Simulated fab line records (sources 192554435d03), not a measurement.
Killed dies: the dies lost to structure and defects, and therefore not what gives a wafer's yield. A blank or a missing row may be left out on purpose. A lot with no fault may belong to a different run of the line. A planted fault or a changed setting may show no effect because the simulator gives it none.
Which tool was responsible?    flow n5_finfet    Sampling: 24 lots, 72 wafers, 6 of 1938 route steps

## WHAT THE GAUGES READ, wafer by wafer
Not one reading of a measure or inspect step in the record can be checked against a usual standard deviation.

## WHAT TOOL EACH LOT RAN ON (gives the tool, then ch and the chambers of the sampled wafers, and finally the start)
lot   N5_BEOL_M4_HM_DEP_02          N5_BEOL_M4_VIA_ETCH_34              N5_BEOL_M4_SPUTTER_88         N5_BEOL_M4_SPUTTER_96         N5_BEOL_M4_PRE_CLEAN_60           N5_BEOL_M4_CO_CAP_55
L074  pvd_sputter-01, day 7 10:08   rie_diel-06 ch 0,1,2, day 7 20:47   pvd_sputter-03, day 7 23:25   pvd_sputter-03, day 8 00:17   cvd_co-02 ch 0,1,2, day 8 01:07   cvd_co-02 ch 0,1,2, day 8 01:09
L075  pvd_sputter-02, day 8 00:30   rie_diel-05 ch 0,1,2, day 8 03:28   pvd_sputter-03, day 8 07:26   pvd_sputter-03, day 8 08:19   cvd_co-02 ch 1,2, day 8 09:08     cvd_co-02 ch 1,2, day 8 09:10
L076  pvd_sputter-02, day 8 13:30   rie_diel-06 ch 0,1,3, day 8 19:46   pvd_sputter-01, day 8 21:57   pvd_sputter-01, day 8 22:50   cvd_co-01 ch 0,2, day 8 23:41     cvd_co-01 ch 0,2, day 8 23:43
L077  pvd_sputter-02, day 8 13:36   rie_diel-01 ch 1,2, day 8 20:07     pvd_sputter-03, day 8 22:07   pvd_sputter-03, day 8 23:00   cvd_co-01 ch 0,1,2, day 8 23:50   cvd_co-01 ch 0,1,2, day 8 23:53
L078  pvd_sputter-03, day 8 21:08   rie_diel-01 ch 0,1,2, day 9 02:00   pvd_sputter-02, day 9 04:08   pvd_sputter-02, day 9 05:01   cvd_co-01 ch 0,2, day 9 05:50     cvd_co-01 ch 0,2, day 9 05:52
L079  pvd_sputter-02, day 8 23:15   rie_diel-05 ch 0,2,3, day 9 02:08   pvd_sputter-03, day 9 04:32   pvd_sputter-03, day 9 05:25   cvd_co-01 ch 0,2, day 9 06:14     cvd_co-01 ch 0,2, day 9 06:17
L080  pvd_sputter-03, day 9 02:28   rie_diel-06 ch 2,3, day 9 09:45     pvd_sputter-03, day 9 13:29   pvd_sputter-03, day 9 14:22   cvd_co-01 ch 0,2, day 9 15:11     cvd_co-01 ch 0,2, day 9 15:13
L081  pvd_sputter-01, day 9 04:58   rie_diel-05 ch 1,3, day 9 09:47     pvd_sputter-01, day 9 13:48   pvd_sputter-01, day 9 14:41   cvd_co-01 ch 0,1, day 9 15:30     cvd_co-01 ch 0,1, day 9 15:32
L082  pvd_sputter-03, day 9 09:37   rie_diel-05 ch 0,2,3, day 9 13:49   pvd_sputter-03, day 9 16:56   pvd_sputter-03, day 9 17:49   cvd_co-01 ch 0,1, day 9 18:46     cvd_co-01 ch 0,1, day 9 18:49
L083  pvd_sputter-03, day 9 23:23   rie_diel-05 ch 1,3, day 10 04:02    pvd_sputter-01, day 10 06:33  pvd_sputter-01, day 10 07:26  cvd_co-02 ch 1,2, day 10 08:31    cvd_co-02 ch 1,2, day 10 08:34
L084  pvd_sputter-02, day 10 12:23  rie_diel-05 ch 1,2,3, day 10 20:09  pvd_sputter-01, day 10 22:16  pvd_sputter-01, day 10 23:09  cvd_co-01 ch 0,1,2, day 11 00:11  cvd_co-01 ch 0,1,2, day 11 00:13
L086  pvd_sputter-03, day 10 13:13  rie_diel-06 ch 0,2,3, day 10 20:15  pvd_sputter-02, day 10 22:19  pvd_sputter-02, day 10 23:11  cvd_co-01 ch 0,1, day 11 00:25    cvd_co-01 ch 0,1, day 11 00:27
L085  pvd_sputter-03, day 10 17:04  rie_diel-06 ch 1,2,3, day 11 00:46  pvd_sputter-03, day 11 02:56  pvd_sputter-03, day 11 03:49  cvd_co-01 ch 1,2, day 11 04:59    cvd_co-01 ch 1,2, day 11 05:02
L088  pvd_sputter-03, day 10 23:41  rie_diel-05 ch 0,2,3, day 11 03:52  pvd_sputter-01, day 11 07:25  pvd_sputter-01, day 11 08:18  cvd_co-02 ch 0,2, day 11 09:14    cvd_co-02 ch 0,2, day 11 09:17
L087  pvd_sputter-03, day 11 04:50  rie_diel-05 ch 1,2, day 11 07:05    pvd_sputter-02, day 11 09:40  pvd_sputter-02, day 11 10:33  cvd_co-02 ch 0,1, day 11 11:22    cvd_co-02 ch 0,1, day 11 11:25
L089  pvd_sputter-02, day 11 10:40  rie_diel-01 ch 1,2,3, day 12 00:37  pvd_sputter-01, day 12 02:38  pvd_sputter-01, day 12 03:31  cvd_co-02 ch 0,1,2, day 12 04:21  cvd_co-02 ch 0,1,2, day 12 04:23
L090  pvd_sputter-02, day 11 15:58  rie_diel-06 ch 1,2,3, day 12 00:46  pvd_sputter-03, day 12 03:17  pvd_sputter-03, day 12 04:10  cvd_co-02 ch 0,1, day 12 05:01    cvd_co-02 ch 0,1, day 12 05:03
L092  pvd_sputter-01, day 11 19:28  rie_diel-06 ch 0,1,2, day 12 04:53  pvd_sputter-01, day 12 07:31  pvd_sputter-01, day 12 08:24  cvd_co-01 ch 0,1, day 12 10:20    cvd_co-01 ch 0,1, day 12 10:23
L091  pvd_sputter-03, day 12 02:18  rie_diel-06 ch 1,2,3, day 12 07:19  pvd_sputter-01, day 12 09:39  pvd_sputter-01, day 12 10:32  cvd_co-01 ch 0,1,2, day 12 11:36  cvd_co-01 ch 0,1,2, day 12 11:38
L093  pvd_sputter-01, day 12 08:29  rie_diel-05 ch 0,3, day 12 20:14    pvd_sputter-01, day 12 23:08  pvd_sputter-01, day 13 00:01  cvd_co-01 ch 0,1,2, day 13 01:02  cvd_co-01 ch 0,1,2, day 13 01:04
L094  pvd_sputter-03, day 12 10:25  rie_diel-01 ch 0,1,3, day 12 17:09  pvd_sputter-01, day 12 19:17  pvd_sputter-01, day 12 20:10  cvd_co-02 ch 0,1,2, day 12 20:59  cvd_co-02 ch 0,1,2, day 12 21:02
L095  pvd_sputter-01, day 13 03:29  rie_diel-05 ch 0,2,3, day 13 09:56  pvd_sputter-03, day 13 12:26  pvd_sputter-03, day 13 13:19  cvd_co-01 ch 0,1, day 13 14:08    cvd_co-01 ch 0,1, day 13 14:10
L096  pvd_sputter-02, day 13 05:28  rie_diel-01 ch 2,3, day 13 09:27    pvd_sputter-01, day 13 11:56  pvd_sputter-01, day 13 12:49  cvd_co-02 ch 0,1,2, day 13 13:53  cvd_co-02 ch 0,1,2, day 13 13:56
L097  pvd_sputter-02, day 13 10:29  rie_diel-01 ch 0,3, day 13 13:35    pvd_sputter-02, day 13 16:09  pvd_sputter-02, day 13 17:02  cvd_co-02 ch 0,1,2, day 13 17:52  cvd_co-02 ch 0,1,2, day 13 17:54
- N5_BEOL_M4_HM_DEP_02: deposits TiN, target thk 20 nm.
- N5_BEOL_M4_VIA_ETCH_34: etches the open film in C4F6/O2, target depth 69.4 nm, time 65.9 s.
- N5_BEOL_M4_SPUTTER_88: material Cu, target thk 4.5 nm, time 8.29 s.
- N5_BEOL_M4_SPUTTER_96: material Cu, target thk 4.5 nm, time 8.29 s.
- N5_BEOL_M4_PRE_CLEAN_60: time 15 s.
- N5_BEOL_M4_CO_CAP_55: material Co, precursor CCTBA/H2, target thk 2 nm, time 102.1 s.

## AS READ BY THE TOOLS THEMSELVES (means over the sampled wafers that have a number; for cases with no such wafer, the mark the record gives instead)
N5_BEOL_M4_HM_DEP_02. Usual: substrate_temp_c 25.00 C, standard deviation 0.11; throttle_valve_pct 29.9 %, standard deviation 1.2.
lot   tool            substrate_temp_c (C)  throttle_valve_pct (%)  flag
L074  pvd_sputter-01  24.97                 29.6                    
L075  pvd_sputter-02  24.95                 30.9                    
L076  pvd_sputter-02  24.89                 30.8                    
L077  pvd_sputter-02  25.08                 30.9                    
L078  pvd_sputter-03  25.03                 29.3                    
L079  pvd_sputter-02  24.93                 30.8                    
L080  pvd_sputter-03  24.88                 29.4                    
L081  pvd_sputter-01  25.00                 29.5                    
L082  pvd_sputter-03  24.93                 28.5                    
L083  pvd_sputter-03  25.05                 29.9                    
L084  pvd_sputter-02  24.99                 31.0                    
L086  pvd_sputter-03  24.88                 29.2                    
L085  pvd_sputter-03  24.99                 28.6                    
L088  pvd_sputter-03  25.07                 29.4                    
L087  pvd_sputter-03  25.08                 29.3                    
L089  pvd_sputter-02  24.95                 30.9                    
L090  pvd_sputter-02  24.91                 30.8                    
L092  pvd_sputter-01  25.05                 29.9                    
L091  pvd_sputter-03  25.08                 29.3                    
L093  pvd_sputter-01  25.01                 29.5                    
L094  pvd_sputter-03  25.07                 28.6                    
L095  pvd_sputter-01  25.05                 29.5                    
L096  pvd_sputter-02  25.03                 30.8                    
L097  pvd_sputter-02  24.94                 30.9                    

N5_BEOL_M4_VIA_ETCH_34. Usual: drypump_motor_current_A 5.7 A, standard deviation 0.53; oes_f_703_au 0.77 a.u., standard deviation 0.084; oes_product_au 0.78 a.u., standard deviation 0.089; rf_vpp_V 673 V, standard deviation 9.8; showerhead_plenum_p_Torr 2.88 Torr, standard deviation 0.082; throttle_valve_pct 30.80 %, standard deviation 0.27.
lot   tool         drypump_motor_current_A (A)  oes_f_703_au (a.u.)  oes_product_au (a.u.)  rf_vpp_V (V)  showerhead_plenum_p_Torr (Torr)  throttle_valve_pct (%)  flag
L074  rie_diel-06  5.6                          0.77                 0.77                   670           2.85                             30.71                   
L075  rie_diel-05  5.8                          0.71                 0.72                   680           2.92                             30.93                   
L076  rie_diel-06  5.3                          0.78                 0.78                   667           2.81                             30.69                   
L077  rie_diel-01  6.0                          0.82                 0.80                   663           2.89                             30.82                   
L078  rie_diel-01  5.7                          0.83                 0.83                   671           2.83                             30.75                   
L079  rie_diel-05  5.8                          0.72                 0.74                   673           2.92                             30.77                   
L080  rie_diel-06  6.1                          0.72                 0.71                   668           2.85                             30.74                   
L081  rie_diel-05  5.7                          0.81                 0.82                   675           2.98                             30.53                   
L082  rie_diel-05  5.8                          0.72                 0.74                   672           2.92                             30.77                   
L083  rie_diel-05  5.7                          0.78                 0.79                   683           2.97                             30.72                   
L084  rie_diel-05  5.5                          0.74                 0.76                   681           2.96                             30.79                   
L086  rie_diel-06  5.8                          0.75                 0.74                   673           2.83                             30.74                   
L085  rie_diel-06  5.8                          0.71                 0.71                   666           2.86                             30.76                   
L088  rie_diel-05  5.8                          0.81                 0.84                   672           2.91                             30.73                   
L087  rie_diel-05  5.5                          0.72                 0.74                   689           2.95                             30.97                   
L089  rie_diel-01  5.8                          0.78                 0.77                   668           2.87                             31.04                   
L090  rie_diel-06  5.9                          0.81                 0.81                   666           2.85                             30.73                   
L092  rie_diel-06  5.6                          0.83                 0.84                   670           2.83                             30.71                   
L091  rie_diel-06  5.8                          0.80                 0.80                   667           2.85                             30.73                   
L093  rie_diel-05  6.0                          0.84                 0.85                   667           2.92                             30.51                   
L094  rie_diel-01  5.4                          0.78                 0.79                   675           2.81                             30.98                   
L095  rie_diel-05  5.8                          0.88                 0.91                   671           2.91                             30.73                   
L096  rie_diel-01  5.8                          0.72                 0.70                   666           2.92                             31.13                   
L097  rie_diel-01  5.1                          0.73                 0.75                   681           2.81                             30.97                   

N5_BEOL_M4_SPUTTER_88. Usual: chuck_gas_flow_sccm 1.26 sccm, standard deviation 0.05; substrate_temp_c -20.00 C, standard deviation 0.11; throttle_valve_pct 29.7 %, standard deviation 1.3.
lot   tool            chuck_gas_flow_sccm (sccm)  substrate_temp_c (C)  throttle_valve_pct (%)  flag
L074  pvd_sputter-03  1.29                        -20.03                29.4                    
L075  pvd_sputter-03  1.23                        -19.98                29.4                    
L076  pvd_sputter-01  1.27                        -20.00                28.6                    
L077  pvd_sputter-03  1.24                        -20.16                28.4                    
L078  pvd_sputter-02  1.26                        -20.06                30.8                    
L079  pvd_sputter-03  1.30                        -20.01                29.3                    
L080  pvd_sputter-03  1.25                        -20.01                29.1                    
L081  pvd_sputter-01  1.29                        -20.02                30.8                    
L082  pvd_sputter-03  1.27                        -19.97                29.3                    
L083  pvd_sputter-01  1.28                        -19.90                29.9                    
L084  pvd_sputter-01  1.21                        -19.93                28.5                    
L086  pvd_sputter-02  1.27                        -20.04                30.9                    
L085  pvd_sputter-03  1.28                        -19.98                29.2                    
L088  pvd_sputter-01  1.25                        -19.90                29.4                    
L087  pvd_sputter-02  1.30                        -19.98                30.9                    
L089  pvd_sputter-01  1.27                        -20.00                29.4                    
L090  pvd_sputter-03  1.21                        -19.95                29.3                    
L092  pvd_sputter-01  1.26                        -19.97                29.2                    
L091  pvd_sputter-01  1.29                        -20.02                31.4                    
L093  pvd_sputter-01  1.26                        -19.85                31.3                    
L094  pvd_sputter-01  1.30                        -19.93                29.8                    
L095  pvd_sputter-03  1.25                        -20.02                29.4                    
L096  pvd_sputter-01  1.23                        -20.12                30.5                    
L097  pvd_sputter-02  1.25                        -19.98                30.9                    

N5_BEOL_M4_SPUTTER_96. Usual: chuck_gas_flow_sccm 1.25 sccm, standard deviation 0.048; substrate_temp_c -20.01 C, standard deviation 0.11; throttle_valve_pct 29.7 %, standard deviation 1.3.
lot   tool            chuck_gas_flow_sccm (sccm)  substrate_temp_c (C)  throttle_valve_pct (%)  flag
L074  pvd_sputter-03  1.22                        -19.97                29.1                    
L075  pvd_sputter-03  1.31                        -20.00                29.3                    
L076  pvd_sputter-01  1.25                        -20.13                28.8                    
L077  pvd_sputter-03  1.25                        -20.04                28.5                    
L078  pvd_sputter-02  1.26                        -20.03                30.9                    
L079  pvd_sputter-03  1.31                        -19.89                29.2                    
L080  pvd_sputter-03  1.27                        -19.97                29.3                    
L081  pvd_sputter-01  1.21                        -20.00                30.8                    
L082  pvd_sputter-03  1.31                        -20.01                29.4                    
L083  pvd_sputter-01  1.23                        -20.02                30.1                    
L084  pvd_sputter-01  1.26                        -20.06                28.6                    
L086  pvd_sputter-02  1.24                        -20.04                30.9                    
L085  pvd_sputter-03  1.21                        -19.95                29.3                    
L088  pvd_sputter-01  1.26                        -19.88                29.5                    
L087  pvd_sputter-02  1.28                        -20.13                31.0                    
L089  pvd_sputter-01  1.25                        -20.00                29.6                    
L090  pvd_sputter-03  1.28                        -20.01                29.2                    
L092  pvd_sputter-01  1.21                        -19.92                29.2                    
L091  pvd_sputter-01  1.22                        -19.98                31.1                    
L093  pvd_sputter-01  1.24                        -20.00                31.1                    
L094  pvd_sputter-01  1.21                        -20.08                29.8                    
L095  pvd_sputter-03  1.25                        -19.93                29.3                    
L096  pvd_sputter-01  1.26                        -20.04                30.5                    
L097  pvd_sputter-02  1.24                        -19.89                31.0                    

N5_BEOL_M4_PRE_CLEAN_60. Usual: heater_power_w reads 82 W (standard deviation 12).
lot   tool       heater_power_w (W)  flag
L074  cvd_co-02  79                  
L075  cvd_co-02  82                  
L076  cvd_co-01  76                  
L077  cvd_co-01  84                  
L078  cvd_co-01  76                  
L079  cvd_co-01  74                  
L080  cvd_co-01  76                  
L081  cvd_co-01  83                  
L082  cvd_co-01  75                  
L083  cvd_co-02  78                  
L084  cvd_co-01  84                  
L086  cvd_co-01  74                  
L085  cvd_co-01  95                  
L088  cvd_co-02  85                  
L087  cvd_co-02  73                  
L089  cvd_co-02  78                  
L090  cvd_co-02  74                  
L092  cvd_co-01  83                  
L091  cvd_co-01  86                  
L093  cvd_co-01  85                  
L094  cvd_co-02  79                  
L095  cvd_co-01  73                  
L096  cvd_co-02  80                  
L097  cvd_co-02  79                  

N5_BEOL_M4_CO_CAP_55. Usual: heater_power_w reads 233 W (standard deviation 15).
lot   tool       heater_power_w (W)  flag
L074  cvd_co-02  227                 
L075  cvd_co-02  232                 
L076  cvd_co-01  223                 
L077  cvd_co-01  238                 
L078  cvd_co-01  228                 
L079  cvd_co-01  223                 
L080  cvd_co-01  227                 
L081  cvd_co-01  232                 
L082  cvd_co-01  222                 
L083  cvd_co-02  227                 
L084  cvd_co-01  236                 
L086  cvd_co-01  227                 
L085  cvd_co-01  249                 
L088  cvd_co-02  234                 
L087  cvd_co-02  221                 
L089  cvd_co-02  229                 
L090  cvd_co-02  222                 
L092  cvd_co-01  235                 
L091  cvd_co-01  236                 
L093  cvd_co-01  234                 
L094  cvd_co-02  228                 
L095  cvd_co-01  225                 
L096  cvd_co-02  229                 
L097  cvd_co-02  229                 

## THE ANSWER, worked out from the rows above alone
Rule: lot off if the mean of its wafers having a number is beyond 3 standard deviations from the usual mean. A lot without any number at a reading at which 4 lots or more have one is off too. The other lots that the step has rows for count as sound. First the gauges in route order, then the tools' own readings, where a lot's mean is used as printed above. At the first step where some lot is off, the reading lying furthest off is the one used; lots without a number count as furthest.
Across all readings shown, no lot is off: no conclusion can be drawn from this.

## WHAT THE SIMULATOR PUT IN
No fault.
